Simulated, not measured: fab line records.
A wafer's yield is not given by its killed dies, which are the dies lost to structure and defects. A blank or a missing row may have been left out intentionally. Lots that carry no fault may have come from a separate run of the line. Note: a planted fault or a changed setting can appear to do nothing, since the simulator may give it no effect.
The tool behind it: which one? || flow nand-harc || 41 wafers from 14 lots sampled at 4 of the route's 1159 steps

== WHAT THE GAUGES SHOWED, per wafer ==
NHARC_A_ONON_D1_THK_MEAS_27: measures by ellipsometry. Usual: thk-nm 996 nm, standard deviation 7.7.
{"lot": "L270", "measured": "day 7 23:12", "on": "film-metro-01", "thk-nm (nm)": "986 987 987", "flag": ""}
{"lot": "L271", "measured": "day 8 07:24", "on": "film-metro-01", "thk-nm (nm)": "990 991 990", "flag": ""}
{"lot": "L273", "measured": "day 8 16:05", "on": "film-metro-01", "thk-nm (nm)": "994 994 992", "flag": ""}
{"lot": "L272", "measured": "day 8 16:08", "on": "film-metro-01", "thk-nm (nm)": "989 990 989", "flag": ""}
{"lot": "L277", "measured": "day 9 16:43", "on": "film-metro-01", "thk-nm (nm)": "1024 1000 1023", "flag": ""}
{"lot": "L280", "measured": "day 10 07:47", "on": "film-metro-01", "thk-nm (nm)": "1025 1002", "flag": ""}
{"lot": "L285", "measured": "day 11 17:23", "on": "film-metro-01", "thk-nm (nm)": "1001 1000 1002", "flag": ""}
{"lot": "L286", "measured": "day 12 02:14", "on": "film-metro-01", "thk-nm (nm)": "984 986 985", "flag": ""}
{"lot": "L288", "measured": "day 12 02:16", "on": "film-metro-01", "thk-nm (nm)": "1004 1003 1003", "flag": ""}
{"lot": "L290", "measured": "day 13 02:58", "on": "film-metro-01", "thk-nm (nm)": "996 993 995", "flag": ""}
{"lot": "L289", "measured": "day 13 02:56", "on": "film-metro-01", "thk-nm (nm)": "1005 1006 1007", "flag": ""}
{"lot": "L292", "measured": "day 13 07:48", "on": "film-metro-01", "thk-nm (nm)": "996 997 997", "flag": ""}
{"lot": "L291", "measured": "day 13 07:46", "on": "film-metro-01", "thk-nm (nm)": "1002 1004 1002", "flag": ""}
{"lot": "L293", "measured": "day 14 06:26", "on": "film-metro-01", "thk-nm (nm)": "998 998 1000", "flag": ""}

NHARC_A_ONON_D1_INSPECT_32. Usual: raw-defect-count 67, standard deviation 22.
{"lot": "L270", "measured": "day 8 00:18", "on": "defect-inspect-01", "raw-defect-count": "51 61 57", "flag": ""}
{"lot": "L271", "measured": "day 8 08:30", "on": "defect-inspect-01", "raw-defect-count": "62 49 64", "flag": ""}
{"lot": "L273", "measured": "day 8 17:11", "on": "defect-inspect-01", "raw-defect-count": "59 68 79", "flag": ""}
{"lot": "L272", "measured": "day 8 17:16", "on": "defect-inspect-01", "raw-defect-count": "42 66 58", "flag": ""}
{"lot": "L277", "measured": "day 9 17:50", "on": "defect-inspect-01", "raw-defect-count": "59 46 70", "flag": ""}
{"lot": "L280", "measured": "day 10 08:53", "on": "defect-inspect-01", "raw-defect-count": "80 73", "flag": ""}
{"lot": "L285", "measured": "day 11 18:30", "on": "defect-inspect-02", "raw-defect-count": "92 97 102", "flag": ""}
{"lot": "L286", "measured": "day 12 03:28", "on": "defect-inspect-02", "raw-defect-count": "39 37 34", "flag": ""}
{"lot": "L288", "measured": "day 12 03:38", "on": "defect-inspect-02", "raw-defect-count": "51 42 50", "flag": ""}
{"lot": "L290", "measured": "day 13 04:04", "on": "defect-inspect-02", "raw-defect-count": "50 44 55", "flag": ""}
{"lot": "L289", "measured": "day 13 04:02", "on": "defect-inspect-01", "raw-defect-count": "54 55 45", "flag": ""}
{"lot": "L292", "measured": "day 13 09:14", "on": "defect-inspect-01", "raw-defect-count": "134 62 104", "flag": ""}
{"lot": "L291", "measured": "day 13 09:05", "on": "defect-inspect-01", "raw-defect-count": "52 78 92", "flag": ""}
{"lot": "L293", "measured": "day 14 07:32", "on": "defect-inspect-01", "raw-defect-count": "62 78 43", "flag": ""}

== WHICH TOOL RAN EACH LOT (tool, then ch and the chambers of the sampled wafers, then the start) ==
{"lot": "L270", "NHARC_P_BONDPAD_DEGAS_25": "pvd-sputter-03, day 6 10:38", "NHARC_A_ONON_D1_DEP_25": "pecvd-onon-02 ch 0, day 7 22:41"}
{"lot": "L271", "NHARC_P_BONDPAD_DEGAS_25": "pvd-sputter-02, day 6 14:53", "NHARC_A_ONON_D1_DEP_25": "pecvd-onon-03 ch 0, day 8 06:57"}
{"lot": "L273", "NHARC_P_BONDPAD_DEGAS_25": "pvd-sputter-02, day 7 03:26", "NHARC_A_ONON_D1_DEP_25": "pecvd-onon-01 ch 0, day 8 15:38"}
{"lot": "L272", "NHARC_P_BONDPAD_DEGAS_25": "pvd-sputter-02, day 7 06:19", "NHARC_A_ONON_D1_DEP_25": "pecvd-onon-02 ch 0, day 8 15:37"}
{"lot": "L277", "NHARC_P_BONDPAD_DEGAS_25": "pvd-sputter-02, day 8 01:49", "NHARC_A_ONON_D1_DEP_25": "pecvd-onon-03 ch 0, day 9 16:16"}
{"lot": "L280", "NHARC_P_BONDPAD_DEGAS_25": "pvd-sputter-03, day 8 19:51", "NHARC_A_ONON_D1_DEP_25": "pecvd-onon-03 ch 0, day 10 07:20"}
{"lot": "L285", "NHARC_P_BONDPAD_DEGAS_25": "pvd-sputter-01, day 10 05:41", "NHARC_A_ONON_D1_DEP_25": "pecvd-onon-01 ch 0, day 11 16:56"}
{"lot": "L286", "NHARC_P_BONDPAD_DEGAS_25": "pvd-sputter-01, day 10 09:46", "NHARC_A_ONON_D1_DEP_25": "pecvd-onon-01 ch 0, day 12 01:44"}
{"lot": "L288", "NHARC_P_BONDPAD_DEGAS_25": "pvd-sputter-02, day 10 16:27", "NHARC_A_ONON_D1_DEP_25": "pecvd-onon-02 ch 0, day 12 01:49"}
{"lot": "L290", "NHARC_P_BONDPAD_DEGAS_25": "pvd-sputter-01, day 11 14:27", "NHARC_A_ONON_D1_DEP_25": "pecvd-onon-01 ch 0, day 13 02:27"}
{"lot": "L289", "NHARC_P_BONDPAD_DEGAS_25": "pvd-sputter-02, day 11 15:23", "NHARC_A_ONON_D1_DEP_25": "pecvd-onon-02 ch 0, day 13 02:29"}
{"lot": "L292", "NHARC_P_BONDPAD_DEGAS_25": "pvd-sputter-02, day 11 18:11", "NHARC_A_ONON_D1_DEP_25": "pecvd-onon-03 ch 0, day 13 07:17"}
{"lot": "L291", "NHARC_P_BONDPAD_DEGAS_25": "pvd-sputter-03, day 11 18:28", "NHARC_A_ONON_D1_DEP_25": "pecvd-onon-01 ch 0, day 13 07:15"}
{"lot": "L293", "NHARC_P_BONDPAD_DEGAS_25": "pvd-sputter-01, day 12 07:42", "NHARC_A_ONON_D1_DEP_25": "pecvd-onon-02 ch 0, day 14 05:59"}
- NHARC_P_BONDPAD_DEGAS_25: time 60 s.
- NHARC_A_ONON_D1_DEP_25: target thk 1000 nm.

== AS READ BY THE TOOLS THEMSELVES (means over the sampled wafers that have a number; for cases with no such wafer, the mark the record gives instead) ==
NHARC_P_BONDPAD_DEGAS_25. Usual: heater-power-w 491 W, standard deviation 62.
{"lot": "L270", "tool": "pvd-sputter-03", "heater-power-w (W)": 456, "flag": ""}
{"lot": "L271", "tool": "pvd-sputter-02", "heater-power-w (W)": 546, "flag": ""}
{"lot": "L273", "tool": "pvd-sputter-02", "heater-power-w (W)": 539, "flag": ""}
{"lot": "L272", "tool": "pvd-sputter-02", "heater-power-w (W)": 541, "flag": ""}
{"lot": "L277", "tool": "pvd-sputter-02", "heater-power-w (W)": 547, "flag": ""}
{"lot": "L280", "tool": "pvd-sputter-03", "heater-power-w (W)": 402, "flag": ""}
{"lot": "L285", "tool": "pvd-sputter-01", "heater-power-w (W)": 503, "flag": ""}
{"lot": "L286", "tool": "pvd-sputter-01", "heater-power-w (W)": 479, "flag": ""}
{"lot": "L288", "tool": "pvd-sputter-02", "heater-power-w (W)": 471, "flag": ""}
{"lot": "L290", "tool": "pvd-sputter-01", "heater-power-w (W)": 485, "flag": ""}
{"lot": "L289", "tool": "pvd-sputter-02", "heater-power-w (W)": 499, "flag": ""}
{"lot": "L292", "tool": "pvd-sputter-02", "heater-power-w (W)": 536, "flag": ""}
{"lot": "L291", "tool": "pvd-sputter-03", "heater-power-w (W)": 487, "flag": ""}
{"lot": "L293", "tool": "pvd-sputter-01", "heater-power-w (W)": 514, "flag": ""}

== THE ANSWER, worked out from the rows above alone ==
Rule: lot off if the mean of its wafers having a number is beyond 3 standard deviations from the usual mean. A lot without any number at a reading at which 4 lots or more have one is off too. The other lots that the step has rows for count as sound. Order of review: gauges by route order, followed by the tools' own readings, for which a lot's mean as printed above is used. The first step at which some lot is off is used, and at that step the reading that is off furthest; a lot without a number counts as furthest.
No lot is off on any of the readings shown, so nothing can be concluded from this.

== WHAT THE SIMULATOR HAD PUT IN ==
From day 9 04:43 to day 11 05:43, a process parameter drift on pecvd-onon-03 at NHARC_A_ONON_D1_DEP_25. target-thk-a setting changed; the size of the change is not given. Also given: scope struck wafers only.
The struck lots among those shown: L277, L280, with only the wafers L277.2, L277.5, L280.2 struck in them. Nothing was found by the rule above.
